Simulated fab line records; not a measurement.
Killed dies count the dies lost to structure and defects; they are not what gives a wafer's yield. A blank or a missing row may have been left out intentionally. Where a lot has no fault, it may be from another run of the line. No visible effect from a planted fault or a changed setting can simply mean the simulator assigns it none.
Chamber matching + flow nand harc + ald hk-04 running NHARC_A_CHANNEL_FILL_D1_ALD_14: 4 sister chambers
The step deposits SiO2, target thk 2.5 nm, pulse time 10 s, ald cycles 25. 4 wafers are shown with their chamber, then 9 later ones without.

== WAFERS WITH THEIR CHAMBER ==
| wafer  | chamber | heater power w (W) |
|--------|---------|--------------------|
| L130.4 | 1       | 421                |
| L131.1 | 3       | 517                |
| L136.2 | 2       | 445                |
| L136.6 | 0       | 517                |

== WAFERS MISSING THEIR CHAMBER ==
| wafer  | heater power w (W) |
|--------|--------------------|
| L139.3 | 451                |
| L139.4 | 514                |
| L139.6 | 520                |
| L137.1 | 411                |
| L137.2 | 506                |
| L137.3 | 451                |
| L138.2 | 514                |
| L138.5 | 511                |
| L138.6 | 450                |

== EACH ONE'S CHAMBER ==
| wafer  | from the rows above     | in truth |
|--------|-------------------------|----------|
| L139.3 | 2                       | 2        |
| L139.4 | can't be placed: 0 or 3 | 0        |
| L139.6 | can't be placed: 0 or 3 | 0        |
| L137.1 | 1                       | 1        |
| L137.2 | can't be placed: 0 or 3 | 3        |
| L137.3 | 2                       | 2        |
| L138.2 | can't be placed: 0 or 3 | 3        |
| L138.5 | can't be placed: 0 or 3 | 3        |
| L138.6 | 2                       | 2        |
Placed correctly: 4 of 9. Can't be placed from these rows: 5 (the true chamber is among the candidates in 5). Placed wrongly: 0.
How it was worked out, from the rows above alone: a wafer's distance from a chamber is the root of the sum, over the readings, of the square of ((its reading less the chamber's mean) divided by the reading's scatter). The wafer belongs to the nearest chamber; if the next one is less than 2 further off, it can't be placed. Each chamber's mean is taken over the wafers shown for it. The scatter: root of mean squared gap, hidden wafer to nearest shown wafer, with one shown wafer a chamber.
